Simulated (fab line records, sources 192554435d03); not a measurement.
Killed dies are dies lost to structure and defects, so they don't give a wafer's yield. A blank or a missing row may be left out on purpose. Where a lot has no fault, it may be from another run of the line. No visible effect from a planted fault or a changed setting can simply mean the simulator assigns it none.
A single fault, viewed from 3 desks	flow n5 finfet	each desk holds nothing but its own numbers, with what lay behind them at the end

## THE DEFECT DESK
For each lot, the counts of the inspections along the route, averaged over the sampled wafers that have a number. If a lot's mean is further than 4 standard deviations from the usual mean, the lot is out of limits and carries the mark OUT (the distance appears in the brackets).
Columns: A = raw defect count at N5_PMOS_HMC_CHANNEL_EPI_INSPECT_11, usual 2.1
lot	first seen here	A
L666	day 2 05:38	2.7
L668	day 2 17:32	1.7
L672	day 3 17:17	1.3
L673	day 3 23:26	1.3
L677	day 5 01:35	1.7
L678	day 5 05:35	3.7
L679	day 5 11:30	2.5
L684	day 6 18:19	2.0
L686	day 7 04:59	1.7
L687	day 7 12:20	3.0
This desk found nothing out of limits on any of the 10 lots.

## THE TOOL OWNER'S DESK: rie diel-06
The tool's own readings at N5_PMOS_HMC_CHANNEL_EPI_ETCH_32 (etches BARC in N2/H2, stops on SiO2, target depth 85.8 nm, time 50.3 s): means of the sampled wafers that have a number, for each lot that ran on this tool. If a lot's mean is further than 4 standard deviations from the usual mean, the lot is out of limits and carries the mark OUT (the distance appears in the brackets).
Columns: A = drypump motor current A at N5_PMOS_HMC_CHANNEL_EPI_ETCH_32, usual 5.7 A; B = h2 flow sccm at N5_PMOS_HMC_CHANNEL_EPI_ETCH_32, usual 200.0 sccm; C = oes product au at N5_PMOS_HMC_CHANNEL_EPI_ETCH_32, usual 0.65 a.u.; D = rf vpp V at N5_PMOS_HMC_CHANNEL_EPI_ETCH_32, usual 524.0 V; E = showerhead plenum p Torr at N5_PMOS_HMC_CHANNEL_EPI_ETCH_32, usual 2.55 Torr; F = throttle valve pct at N5_PMOS_HMC_CHANNEL_EPI_ETCH_32, usual 17.96 %
lot	first seen here	A	B	C	D	E	F
L668	day 2 17:37	6.1	199.9	0.62	523.5	2.52	17.93
L672	day 3 17:22	6.1	200.0	0.67	525.3	2.58	17.80
L677	day 5 01:39	5.7	200.0	0.66	524.3	2.59	17.78
L678	day 5 05:39	6.2	199.9	0.59	523.1	2.52	17.94
L679	day 5 11:34	5.5	200.6	0.62	523.5	2.53	17.91
This desk found nothing out of limits on any of the 5 lots.

## THE METROLOGY DESK
Means of the sampled wafers that have a number, per lot and without regard to the tool the lot ran on: this is what the gauges read. If a lot's mean is further than 4 standard deviations from the usual mean, the lot is out of limits and carries the mark OUT (the distance appears in the brackets). Readings shown: 7 of its 10, picked as those furthest out on some lot.
Columns: A = IOFF_P at N5_BEOL_M4_RC_MEAS_101, usual 0.21 nA/um; B = ION_N at N5_BEOL_M4_RC_MEAS_101, usual 675 uA/um; C = ION_P at N5_BEOL_M4_RC_MEAS_101, usual 464 uA/um; D = SS_N at N5_BEOL_M4_RC_MEAS_101, usual 71.5 mV/dec; E = SS_P at N5_BEOL_M4_RC_MEAS_101, usual 73.3 mV/dec; F = VT_N at N5_BEOL_M4_RC_MEAS_101, usual 250 mV; G = VT_P at N5_BEOL_M4_RC_MEAS_101, usual -250 mV
lot	first seen here	A	B	C	D	E	F	G
L666	day 8 06:11	0.16	658	450	71.4	72.8	253	-255
L668	day 8 18:02	0.19	662	455	71.4	72.9	253	-253
L672	day 9 10:14	0.19	668	463	71.4	72.3	255	-250
L673	day 9 16:55	0.18	656	449	71.4	72.9	253	-253
L678	day 12 21:15	0.20	681	465	72.3	73.1	250	-249
L684	day 13 01:41	0.19	686	462	71.5	73.2	247	-254
L679	day 13 14:40	0.17	672	460	70.8	72.9	254	-254
L677	day 14 08:04	0.22	674	466	71.9	73.9	252	-250
L686	day 14 12:35	0.21	675	466	72.0	72.6	252	-249
L687	day 15 04:40	0.21	667	458	71.1	73.5	251	-249
This desk found nothing out of limits on any of the 10 lots.

## ALL TOGETHER
No out-of-limits result turned up at the defect desk.
The desk of the tool owner found nothing out of limits.
At the metrology desk, nothing out of limits was observed.

## WHAT THE SIMULATOR HAD PUT IN
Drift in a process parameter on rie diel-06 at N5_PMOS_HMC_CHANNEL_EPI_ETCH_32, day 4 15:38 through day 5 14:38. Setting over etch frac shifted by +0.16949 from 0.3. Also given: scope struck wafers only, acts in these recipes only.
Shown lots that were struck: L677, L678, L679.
